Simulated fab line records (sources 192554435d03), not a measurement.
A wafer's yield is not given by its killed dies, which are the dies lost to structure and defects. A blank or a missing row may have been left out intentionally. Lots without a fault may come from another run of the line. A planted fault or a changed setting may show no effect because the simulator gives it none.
Which of the tools did it? / flow n5Finfet / Sampling: 22 lots, 66 wafers, 4 of 1938 route steps

WHAT EACH GAUGE READ, for each wafer
N5_MIM_BOT_LITHO_OVL_MEAS_11. Usual: MIM_BOT_OVL 1 nm, standard deviation 4.8.
lot=L074; measured=day 12 10:08; on=overlay-02; MIM_BOT_OVL (nm)=-6 -4 -3; flag=
lot=L075; measured=day 12 13:06; on=overlay-02; MIM_BOT_OVL (nm)=5 -1 -2; flag=
lot=L076; measured=day 13 00:53; on=overlay-01; MIM_BOT_OVL (nm)=-1 -2 -3; flag=
lot=L078; measured=day 13 03:47; on=overlay-01; MIM_BOT_OVL (nm)=6 10 8; flag=
lot=L077; measured=day 13 08:12; on=overlay-01; MIM_BOT_OVL (nm)=2 -6 -2; flag=
lot=L081; measured=day 13 16:50; on=overlay-02; MIM_BOT_OVL (nm)=1 -4 3; flag=
lot=L079; measured=day 13 20:28; on=overlay-02; MIM_BOT_OVL (nm)=0 -3 0; flag=
lot=L083; measured=day 13 22:38; on=overlay-01; MIM_BOT_OVL (nm)=13 6 4; flag=
lot=L080; measured=day 14 00:20; on=overlay-01; MIM_BOT_OVL (nm)=-2 -2 1; flag=
lot=L082; measured=day 14 09:56; on=overlay-01; MIM_BOT_OVL (nm)=-7 -6 -7; flag=
lot=L084; measured=day 14 15:59; on=overlay-01; MIM_BOT_OVL (nm)=-3 -5 -2; flag=
lot=L085; measured=day 14 21:34; on=overlay-02; MIM_BOT_OVL (nm)=5 1 1; flag=
lot=L086; measured=day 15 18:35; on=overlay-01; MIM_BOT_OVL (nm)=-1 -3 -1; flag=
lot=L089; measured=day 16 00:22; on=overlay-02; MIM_BOT_OVL (nm)=-3 1 -6; flag=
lot=L087; measured=day 16 01:29; on=overlay-02; MIM_BOT_OVL (nm)=-3 1 0; flag=
lot=L092; measured=day 16 09:10; on=overlay-02; MIM_BOT_OVL (nm)=-2 -4 -2; flag=
lot=L091; measured=day 16 13:29; on=overlay-01; MIM_BOT_OVL (nm)=-9 5 5; flag=
lot=L094; measured=day 16 17:29; on=overlay-02; MIM_BOT_OVL (nm)=1 5 4; flag=
lot=L093; measured=day 17 01:07; on=overlay-02; MIM_BOT_OVL (nm)=3 4 3; flag=
lot=L095; measured=day 17 17:29; on=overlay-02; MIM_BOT_OVL (nm)=5 9 2; flag=
lot=L097; measured=day 18 01:41; on=overlay-02; MIM_BOT_OVL (nm)=5 2 0; flag=
lot=L096; measured=day 19 04:05; on=overlay-01; MIM_BOT_OVL (nm)=-2 -3 2; flag=

TOOL THAT RAN EACH LOT (tool first, then ch and the chambers of the sampled wafers, then the start)
lot=L074; N5_BEOL_M15_ETCH_57=rieDiel-02 ch 1,3, day 12 01:05; N5_BEOL_M15_STRIP_62=rieDiel-05 ch 0,2, day 12 10:08 or earlier; N5_BEOL_M15_ETCH_38=rieDiel-05 ch 0,2, day 12 10:08 or earlier
lot=L075; N5_BEOL_M15_ETCH_57=rieDiel-04 ch 0,2,3, day 12 04:19; N5_BEOL_M15_STRIP_62=rieDiel-04 ch 1,2,3, day 12 13:06 or earlier; N5_BEOL_M15_ETCH_38=rieDiel-04 ch 1,2,3, day 12 13:06 or earlier
lot=L076; N5_BEOL_M15_ETCH_57=rieDiel-02 ch 1,2, day 12 12:22; N5_BEOL_M15_STRIP_62=rieDiel-04 ch 0,1,2, day 13 00:53 or earlier; N5_BEOL_M15_ETCH_38=rieDiel-04 ch 0,1,2, day 13 00:53 or earlier
lot=L078; N5_BEOL_M15_ETCH_57=rieDiel-05 ch 1,3, day 12 19:10; N5_BEOL_M15_STRIP_62=rieDiel-04 ch 0,2,3, day 13 03:47 or earlier; N5_BEOL_M15_ETCH_38=rieDiel-04 ch 0,2,3, day 13 03:47 or earlier
lot=L077; N5_BEOL_M15_ETCH_57=rieDiel-04 ch 1,2,3, day 12 19:20; N5_BEOL_M15_STRIP_62=rieDiel-05 ch 1,2,3, day 13 08:12 or earlier; N5_BEOL_M15_ETCH_38=rieDiel-05 ch 1,2,3, day 13 08:12 or earlier
lot=L081; N5_BEOL_M15_ETCH_57=rieDiel-04 ch 0,2, day 13 05:02; N5_BEOL_M15_STRIP_62=rieDiel-05 ch 0,2, day 13 16:50 or earlier; N5_BEOL_M15_ETCH_38=rieDiel-05 ch 0,2, day 13 16:50 or earlier
lot=L079; N5_BEOL_M15_ETCH_57=rieDiel-05 ch 1,2, day 13 09:46; N5_BEOL_M15_STRIP_62=rieDiel-04 ch 0,1,3, day 13 20:28 or earlier; N5_BEOL_M15_ETCH_38=rieDiel-04 ch 0,1,3, day 13 20:28 or earlier
lot=L083; N5_BEOL_M15_ETCH_57=rieDiel-02 ch 1,2,3, day 13 10:50; N5_BEOL_M15_STRIP_62=rieDiel-02 ch 1,2,3, day 13 22:38 or earlier; N5_BEOL_M15_ETCH_38=rieDiel-02 ch 1,2,3, day 13 22:38 or earlier
lot=L080; N5_BEOL_M15_ETCH_57=rieDiel-02 ch 0,1,3, day 13 12:11; N5_BEOL_M15_STRIP_62=rieDiel-05 ch 0,1,2, day 14 00:20 or earlier; N5_BEOL_M15_ETCH_38=rieDiel-05 ch 0,1,2, day 14 00:20 or earlier
lot=L082; N5_BEOL_M15_ETCH_57=rieDiel-04 ch 0,1, day 14 01:25; N5_BEOL_M15_STRIP_62=rieDiel-02 ch 2,3, day 14 09:56 or earlier; N5_BEOL_M15_ETCH_38=rieDiel-02 ch 2,3, day 14 09:56 or earlier
lot=L084; N5_BEOL_M15_ETCH_57=rieDiel-05 ch 2,3, day 14 05:45; N5_BEOL_M15_STRIP_62=rieDiel-02 ch 0,1,2, day 14 15:59 or earlier; N5_BEOL_M15_ETCH_38=rieDiel-02 ch 0,1,2, day 14 15:59 or earlier
lot=L085; N5_BEOL_M15_ETCH_57=rieDiel-02 ch 2,3, day 14 10:31; N5_BEOL_M15_STRIP_62=rieDiel-05 ch 0,2, day 14 21:34 or earlier; N5_BEOL_M15_ETCH_38=rieDiel-05 ch 0,2, day 14 21:34 or earlier
lot=L086; N5_BEOL_M15_ETCH_57=rieDiel-02 ch 2,3, day 15 07:19; N5_BEOL_M15_STRIP_62=rieDiel-05 ch 0,1,3, day 15 18:35 or earlier; N5_BEOL_M15_ETCH_38=rieDiel-05 ch 0,1,3, day 15 18:35 or earlier
lot=L089; N5_BEOL_M15_ETCH_57=rieDiel-05 ch 0,1, day 15 15:16; N5_BEOL_M15_STRIP_62=rieDiel-04 ch 0,1,2, day 16 00:22 or earlier; N5_BEOL_M15_ETCH_38=rieDiel-04 ch 0,1,2, day 16 00:22 or earlier
lot=L087; N5_BEOL_M15_ETCH_57=rieDiel-05 ch 1,3, day 15 16:06; N5_BEOL_M15_STRIP_62=rieDiel-04 ch 0,3, day 16 01:29 or earlier; N5_BEOL_M15_ETCH_38=rieDiel-04 ch 0,3, day 16 01:29 or earlier
lot=L092; N5_BEOL_M15_ETCH_57=rieDiel-04 ch 0,1,3, day 16 01:23; N5_BEOL_M15_STRIP_62=rieDiel-05 ch 0,2, day 16 09:10 or earlier; N5_BEOL_M15_ETCH_38=rieDiel-05 ch 0,2, day 16 09:10 or earlier
lot=L091; N5_BEOL_M15_ETCH_57=rieDiel-02 ch 0,2,3, day 16 01:48; N5_BEOL_M15_STRIP_62=rieDiel-02 ch 0,2,3, day 16 13:29 or earlier; N5_BEOL_M15_ETCH_38=rieDiel-02 ch 0,2,3, day 16 13:29 or earlier
lot=L094; N5_BEOL_M15_ETCH_57=rieDiel-02 ch 1,2, day 16 10:28; N5_BEOL_M15_STRIP_62=rieDiel-05 ch 2,3, day 16 17:29 or earlier; N5_BEOL_M15_ETCH_38=rieDiel-05 ch 2,3, day 16 17:29 or earlier
lot=L093; N5_BEOL_M15_ETCH_57=rieDiel-05 ch 1,2,3, day 16 15:50; N5_BEOL_M15_STRIP_62=rieDiel-04 ch 0,1, day 17 01:07 or earlier; N5_BEOL_M15_ETCH_38=rieDiel-04 ch 0,1, day 17 01:07 or earlier
lot=L095; N5_BEOL_M15_ETCH_57=rieDiel-04 ch 0,1,3, day 17 09:58; N5_BEOL_M15_STRIP_62=rieDiel-04 ch 1,2,3, day 17 17:29 or earlier; N5_BEOL_M15_ETCH_38=rieDiel-04 ch 1,2,3, day 17 17:29 or earlier
lot=L097; N5_BEOL_M15_ETCH_57=rieDiel-04 ch 0,1,2, day 17 18:55; N5_BEOL_M15_STRIP_62=rieDiel-04 ch 1,2,3, day 18 01:41 or earlier; N5_BEOL_M15_ETCH_38=rieDiel-04 ch 1,2,3, day 18 01:41 or earlier
lot=L096; N5_BEOL_M15_ETCH_57=rieDiel-05 ch 2,3, day 18 18:30; N5_BEOL_M15_STRIP_62=rieDiel-02 ch 0,2,3, day 19 04:05 or earlier; N5_BEOL_M15_ETCH_38=rieDiel-02 ch 0,2,3, day 19 04:05 or earlier
- N5_BEOL_M15_ETCH_57: etches SOC in N2/H2, time 750 s.
- N5_BEOL_M15_STRIP_62: strips in O2.
- N5_BEOL_M15_ETCH_38: etches SiCN in CF4/N2, target depth 106.4 nm, time 120.5 s.

WHAT THE TOOLS THEMSELVES READ (means of the sampled wafers that have a number; where no wafer has one, the mark that the record gives instead)
N5_BEOL_M15_ETCH_57. Usual: drypumpMotorCurrentA 5.6 A, standard deviation 0.44; oesProductAu 0.82 a.u., standard deviation 0.09; rfVppV 524.9 V, standard deviation 2.5; showerheadPlenumPTorr 2.58 Torr, standard deviation 0.081; throttleValvePct 17.7 %, standard deviation 0.32.
lot=L074; tool=rieDiel-02; drypumpMotorCurrentA (A)=5.7; oesProductAu (a.u.)=0.75; rfVppV (V)=526.2; showerheadPlenumPTorr (Torr)=2.67; throttleValvePct (%)=18.1; flag=
lot=L075; tool=rieDiel-04; drypumpMotorCurrentA (A)=5.1; oesProductAu (a.u.)=0.84; rfVppV (V)=525.8; showerheadPlenumPTorr (Torr)=2.60; throttleValvePct (%)=17.4; flag=
lot=L076; tool=rieDiel-02; drypumpMotorCurrentA (A)=5.7; oesProductAu (a.u.)=0.86; rfVppV (V)=524.5; showerheadPlenumPTorr (Torr)=2.55; throttleValvePct (%)=18.0; flag=
lot=L078; tool=rieDiel-05; drypumpMotorCurrentA (A)=5.4; oesProductAu (a.u.)=0.76; rfVppV (V)=522.8; showerheadPlenumPTorr (Torr)=2.53; throttleValvePct (%)=18.0; flag=
lot=L077; tool=rieDiel-04; drypumpMotorCurrentA (A)=5.4; oesProductAu (a.u.)=0.87; rfVppV (V)=526.2; showerheadPlenumPTorr (Torr)=2.62; throttleValvePct (%)=17.6; flag=
lot=L081; tool=rieDiel-04; drypumpMotorCurrentA (A)=5.2; oesProductAu (a.u.)=0.84; rfVppV (V)=527.4; showerheadPlenumPTorr (Torr)=2.63; throttleValvePct (%)=17.3; flag=
lot=L079; tool=rieDiel-05; drypumpMotorCurrentA (A)=5.6; oesProductAu (a.u.)=0.73; rfVppV (V)=522.1; showerheadPlenumPTorr (Torr)=2.51; throttleValvePct (%)=17.8; flag=
lot=L083; tool=rieDiel-02; drypumpMotorCurrentA (A)=5.7; oesProductAu (a.u.)=0.82; rfVppV (V)=525.7; showerheadPlenumPTorr (Torr)=2.61; throttleValvePct (%)=18.0; flag=
lot=L080; tool=rieDiel-02; drypumpMotorCurrentA (A)=5.7; oesProductAu (a.u.)=0.75; rfVppV (V)=525.7; showerheadPlenumPTorr (Torr)=2.62; throttleValvePct (%)=18.0; flag=
lot=L082; tool=rieDiel-04; drypumpMotorCurrentA (A)=5.6; oesProductAu (a.u.)=0.89; rfVppV (V)=528.4; showerheadPlenumPTorr (Torr)=2.69; throttleValvePct (%)=17.4; flag=
lot=L084; tool=rieDiel-05; drypumpMotorCurrentA (A)=5.6; oesProductAu (a.u.)=0.87; rfVppV (V)=521.5; showerheadPlenumPTorr (Torr)=2.49; throttleValvePct (%)=17.7; flag=
lot=L085; tool=rieDiel-02; drypumpMotorCurrentA (A)=5.5; oesProductAu (a.u.)=0.86; rfVppV (V)=524.9; showerheadPlenumPTorr (Torr)=2.63; throttleValvePct (%)=17.8; flag=
lot=L086; tool=rieDiel-02; drypumpMotorCurrentA (A)=5.6; oesProductAu (a.u.)=0.87; rfVppV (V)=524.1; showerheadPlenumPTorr (Torr)=2.56; throttleValvePct (%)=17.8; flag=
lot=L089; tool=rieDiel-05; drypumpMotorCurrentA (A)=5.9; oesProductAu (a.u.)=0.87; rfVppV (V)=523.9; showerheadPlenumPTorr (Torr)=2.54; throttleValvePct (%)=17.9; flag=
lot=L087; tool=rieDiel-05; drypumpMotorCurrentA (A)=5.4; oesProductAu (a.u.)=0.91; rfVppV (V)=521.7; showerheadPlenumPTorr (Torr)=2.51; throttleValvePct (%)=17.9; flag=
lot=L092; tool=rieDiel-04; drypumpMotorCurrentA (A)=5.5; oesProductAu (a.u.)=0.86; rfVppV (V)=527.2; showerheadPlenumPTorr (Torr)=2.65; throttleValvePct (%)=17.5; flag=
lot=L091; tool=rieDiel-02; drypumpMotorCurrentA (A)=5.7; oesProductAu (a.u.)=0.80; rfVppV (V)=523.7; showerheadPlenumPTorr (Torr)=2.56; throttleValvePct (%)=17.9; flag=
lot=L094; tool=rieDiel-02; drypumpMotorCurrentA (A)=5.7; oesProductAu (a.u.)=0.81; rfVppV (V)=523.0; showerheadPlenumPTorr (Torr)=2.54; throttleValvePct (%)=18.0; flag=
lot=L093; tool=rieDiel-05; drypumpMotorCurrentA (A)=5.6; oesProductAu (a.u.)=0.88; rfVppV (V)=523.0; showerheadPlenumPTorr (Torr)=2.50; throttleValvePct (%)=17.7; flag=
lot=L095; tool=rieDiel-04; drypumpMotorCurrentA (A)=5.5; oesProductAu (a.u.)=0.85; rfVppV (V)=526.3; showerheadPlenumPTorr (Torr)=2.64; throttleValvePct (%)=17.5; flag=
lot=L097; tool=rieDiel-04; drypumpMotorCurrentA (A)=5.5; oesProductAu (a.u.)=0.83; rfVppV (V)=527.0; showerheadPlenumPTorr (Torr)=2.63; throttleValvePct (%)=17.6; flag=
lot=L096; tool=rieDiel-05; drypumpMotorCurrentA (A)=5.6; oesProductAu (a.u.)=0.82; rfVppV (V)=522.6; showerheadPlenumPTorr (Torr)=2.48; throttleValvePct (%)=17.7; flag=

N5_BEOL_M15_STRIP_62. Usual: drypumpMotorCurrentA 5.6 A, standard deviation 0.47; oesProductAu 0.83 a.u., standard deviation 0.097; rfVppV 3.6 V, standard deviation 0.44; showerheadPlenumPTorr 2.12 Torr, standard deviation 0.08; throttleValvePct 16.63 %, standard deviation 0.28.
lot=L074; tool=rieDiel-05; drypumpMotorCurrentA (A)=6.3; oesProductAu (a.u.)=0.75; rfVppV (V)=3.7; showerheadPlenumPTorr (Torr)=2.11; throttleValvePct (%)=16.76; flag=
lot=L075; tool=rieDiel-04; drypumpMotorCurrentA (A)=5.4; oesProductAu (a.u.)=0.89; rfVppV (V)=3.7; showerheadPlenumPTorr (Torr)=2.16; throttleValvePct (%)=16.49; flag=
lot=L076; tool=rieDiel-04; drypumpMotorCurrentA (A)=5.5; oesProductAu (a.u.)=0.88; rfVppV (V)=3.9; showerheadPlenumPTorr (Torr)=2.22; throttleValvePct (%)=16.59; flag=
lot=L078; tool=rieDiel-04; drypumpMotorCurrentA (A)=5.1; oesProductAu (a.u.)=0.82; rfVppV (V)=4.2; showerheadPlenumPTorr (Torr)=2.16; throttleValvePct (%)=16.40; flag=
lot=L077; tool=rieDiel-05; drypumpMotorCurrentA (A)=5.5; oesProductAu (a.u.)=0.82; rfVppV (V)=3.2; showerheadPlenumPTorr (Torr)=2.05; throttleValvePct (%)=16.59; flag=
lot=L081; tool=rieDiel-05; drypumpMotorCurrentA (A)=6.2; oesProductAu (a.u.)=0.74; rfVppV (V)=3.6; showerheadPlenumPTorr (Torr)=2.11; throttleValvePct (%)=16.79; flag=
lot=L079; tool=rieDiel-04; drypumpMotorCurrentA (A)=5.5; oesProductAu (a.u.)=0.88; rfVppV (V)=4.0; showerheadPlenumPTorr (Torr)=2.20; throttleValvePct (%)=16.36; flag=
lot=L083; tool=rieDiel-02; drypumpMotorCurrentA (A)=5.7; oesProductAu (a.u.)=0.81; rfVppV (V)=3.6; showerheadPlenumPTorr (Torr)=2.15; throttleValvePct (%)=16.77; flag=
lot=L080; tool=rieDiel-05; drypumpMotorCurrentA (A)=5.9; oesProductAu (a.u.)=0.74; rfVppV (V)=3.6; showerheadPlenumPTorr (Torr)=2.07; throttleValvePct (%)=16.69; flag=
lot=L082; tool=rieDiel-02; drypumpMotorCurrentA (A)=5.5; oesProductAu (a.u.)=0.88; rfVppV (V)=3.2; showerheadPlenumPTorr (Torr)=2.13; throttleValvePct (%)=16.73; flag=
lot=L084; tool=rieDiel-02; drypumpMotorCurrentA (A)=5.8; oesProductAu (a.u.)=0.76; rfVppV (V)=3.8; showerheadPlenumPTorr (Torr)=2.10; throttleValvePct (%)=16.89; flag=
lot=L085; tool=rieDiel-05; drypumpMotorCurrentA (A)=6.2; oesProductAu (a.u.)=0.73; rfVppV (V)=3.6; showerheadPlenumPTorr (Torr)=2.11; throttleValvePct (%)=16.80; flag=
lot=L086; tool=rieDiel-05; drypumpMotorCurrentA (A)=5.8; oesProductAu (a.u.)=0.85; rfVppV (V)=3.6; showerheadPlenumPTorr (Torr)=2.09; throttleValvePct (%)=16.74; flag=
lot=L089; tool=rieDiel-04; drypumpMotorCurrentA (A)=5.5; oesProductAu (a.u.)=0.84; rfVppV (V)=3.4; showerheadPlenumPTorr (Torr)=2.21; throttleValvePct (%)=16.64; flag=
lot=L087; tool=rieDiel-04; drypumpMotorCurrentA (A)=5.2; oesProductAu (a.u.)=0.84; rfVppV (V)=3.3; showerheadPlenumPTorr (Torr)=2.19; throttleValvePct (%)=16.30; flag=
lot=L092; tool=rieDiel-05; drypumpMotorCurrentA (A)=6.2; oesProductAu (a.u.)=0.72; rfVppV (V)=3.6; showerheadPlenumPTorr (Torr)=2.10; throttleValvePct (%)=16.83; flag=
lot=L091; tool=rieDiel-02; drypumpMotorCurrentA (A)=5.7; oesProductAu (a.u.)=0.79; rfVppV (V)=3.4; showerheadPlenumPTorr (Torr)=2.12; throttleValvePct (%)=16.78; flag=
lot=L094; tool=rieDiel-05; drypumpMotorCurrentA (A)=5.6; oesProductAu (a.u.)=0.83; rfVppV (V)=3.3; showerheadPlenumPTorr (Torr)=2.03; throttleValvePct (%)=16.49; flag=
lot=L093; tool=rieDiel-04; drypumpMotorCurrentA (A)=5.6; oesProductAu (a.u.)=0.86; rfVppV (V)=3.5; showerheadPlenumPTorr (Torr)=2.24; throttleValvePct (%)=16.52; flag=
lot=L095; tool=rieDiel-04; drypumpMotorCurrentA (A)=5.4; oesProductAu (a.u.)=0.82; rfVppV (V)=3.7; showerheadPlenumPTorr (Torr)=2.15; throttleValvePct (%)=16.56; flag=
lot=L097; tool=rieDiel-04; drypumpMotorCurrentA (A)=5.4; oesProductAu (a.u.)=0.82; rfVppV (V)=4.0; showerheadPlenumPTorr (Torr)=2.15; throttleValvePct (%)=16.57; flag=
lot=L096; tool=rieDiel-02; drypumpMotorCurrentA (A)=5.7; oesProductAu (a.u.)=0.86; rfVppV (V)=3.2; showerheadPlenumPTorr (Torr)=2.11; throttleValvePct (%)=16.65; flag=

N5_BEOL_M15_ETCH_38. Usual: drypumpMotorCurrentA 5.6 A, standard deviation 0.47; oesProductAu 0.83 a.u., standard deviation 0.099; rfVppV 382.9 V, standard deviation 1.9; showerheadPlenumPTorr 2.23 Torr, standard deviation 0.076; throttleValvePct 15.37 %, standard deviation 0.26.
lot=L074; tool=rieDiel-05; drypumpMotorCurrentA (A)=6.2; oesProductAu (a.u.)=0.76; rfVppV (V)=383.1; showerheadPlenumPTorr (Torr)=2.23; throttleValvePct (%)=15.55; flag=
lot=L075; tool=rieDiel-04; drypumpMotorCurrentA (A)=5.4; oesProductAu (a.u.)=0.88; rfVppV (V)=384.1; showerheadPlenumPTorr (Torr)=2.28; throttleValvePct (%)=15.27; flag=
lot=L076; tool=rieDiel-04; drypumpMotorCurrentA (A)=5.5; oesProductAu (a.u.)=0.88; rfVppV (V)=384.4; showerheadPlenumPTorr (Torr)=2.31; throttleValvePct (%)=15.24; flag=
lot=L078; tool=rieDiel-04; drypumpMotorCurrentA (A)=5.0; oesProductAu (a.u.)=0.83; rfVppV (V)=384.2; showerheadPlenumPTorr (Torr)=2.26; throttleValvePct (%)=15.12; flag=
lot=L077; tool=rieDiel-05; drypumpMotorCurrentA (A)=5.5; oesProductAu (a.u.)=0.83; rfVppV (V)=380.6; showerheadPlenumPTorr (Torr)=2.15; throttleValvePct (%)=15.36; flag=
lot=L081; tool=rieDiel-05; drypumpMotorCurrentA (A)=6.3; oesProductAu (a.u.)=0.75; rfVppV (V)=382.8; showerheadPlenumPTorr (Torr)=2.22; throttleValvePct (%)=15.58; flag=
lot=L079; tool=rieDiel-04; drypumpMotorCurrentA (A)=5.5; oesProductAu (a.u.)=0.89; rfVppV (V)=384.6; showerheadPlenumPTorr (Torr)=2.31; throttleValvePct (%)=15.12; flag=
lot=L083; tool=rieDiel-02; drypumpMotorCurrentA (A)=5.6; oesProductAu (a.u.)=0.82; rfVppV (V)=383.5; showerheadPlenumPTorr (Torr)=2.26; throttleValvePct (%)=15.50; flag=
lot=L080; tool=rieDiel-05; drypumpMotorCurrentA (A)=5.9; oesProductAu (a.u.)=0.74; rfVppV (V)=382.7; showerheadPlenumPTorr (Torr)=2.19; throttleValvePct (%)=15.51; flag=
lot=L082; tool=rieDiel-02; drypumpMotorCurrentA (A)=5.6; oesProductAu (a.u.)=0.89; rfVppV (V)=383.1; showerheadPlenumPTorr (Torr)=2.22; throttleValvePct (%)=15.39; flag=
lot=L084; tool=rieDiel-02; drypumpMotorCurrentA (A)=5.8; oesProductAu (a.u.)=0.76; rfVppV (V)=383.0; showerheadPlenumPTorr (Torr)=2.21; throttleValvePct (%)=15.65; flag=
lot=L085; tool=rieDiel-05; drypumpMotorCurrentA (A)=6.2; oesProductAu (a.u.)=0.74; rfVppV (V)=382.4; showerheadPlenumPTorr (Torr)=2.22; throttleValvePct (%)=15.59; flag=
lot=L086; tool=rieDiel-05; drypumpMotorCurrentA (A)=5.8; oesProductAu (a.u.)=0.85; rfVppV (V)=382.1; showerheadPlenumPTorr (Torr)=2.19; throttleValvePct (%)=15.45; flag=
lot=L089; tool=rieDiel-04; drypumpMotorCurrentA (A)=5.5; oesProductAu (a.u.)=0.85; rfVppV (V)=384.8; showerheadPlenumPTorr (Torr)=2.30; throttleValvePct (%)=15.28; flag=
lot=L087; tool=rieDiel-04; drypumpMotorCurrentA (A)=5.1; oesProductAu (a.u.)=0.83; rfVppV (V)=385.1; showerheadPlenumPTorr (Torr)=2.28; throttleValvePct (%)=14.99; flag=
lot=L092; tool=rieDiel-05; drypumpMotorCurrentA (A)=6.3; oesProductAu (a.u.)=0.72; rfVppV (V)=382.4; showerheadPlenumPTorr (Torr)=2.22; throttleValvePct (%)=15.62; flag=
lot=L091; tool=rieDiel-02; drypumpMotorCurrentA (A)=5.7; oesProductAu (a.u.)=0.80; rfVppV (V)=382.8; showerheadPlenumPTorr (Torr)=2.22; throttleValvePct (%)=15.51; flag=
lot=L094; tool=rieDiel-05; drypumpMotorCurrentA (A)=5.6; oesProductAu (a.u.)=0.85; rfVppV (V)=380.8; showerheadPlenumPTorr (Torr)=2.14; throttleValvePct (%)=15.25; flag=
lot=L093; tool=rieDiel-04; drypumpMotorCurrentA (A)=5.6; oesProductAu (a.u.)=0.86; rfVppV (V)=385.5; showerheadPlenumPTorr (Torr)=2.33; throttleValvePct (%)=15.13; flag=
lot=L095; tool=rieDiel-04; drypumpMotorCurrentA (A)=5.4; oesProductAu (a.u.)=0.82; rfVppV (V)=383.9; showerheadPlenumPTorr (Torr)=2.27; throttleValvePct (%)=15.34; flag=
lot=L097; tool=rieDiel-04; drypumpMotorCurrentA (A)=5.4; oesProductAu (a.u.)=0.81; rfVppV (V)=383.2; showerheadPlenumPTorr (Torr)=2.27; throttleValvePct (%)=15.35; flag=
lot=L096; tool=rieDiel-02; drypumpMotorCurrentA (A)=5.7; oesProductAu (a.u.)=0.87; rfVppV (V)=382.3; showerheadPlenumPTorr (Torr)=2.22; throttleValvePct (%)=15.36; flag=

THE ANSWER, worked out from the rows above alone
Rule: a lot counts as off when the mean over its wafers that have a number is more than 3 standard deviations away from the usual mean. Also off: a lot with no number at a reading for which 4 or more lots have one. Where the step has rows for the other lots, those lots are counted as sound. Order of review: gauges by route order, followed by the tools' own readings, for which a lot's mean as printed above is used. The first step at which some lot is off is used, and at that step the reading that is off furthest; a lot without a number counts as furthest.
Nothing can be told from this: no lot is off at any reading shown.

WHAT WAS PUT IN BY THE SIMULATOR
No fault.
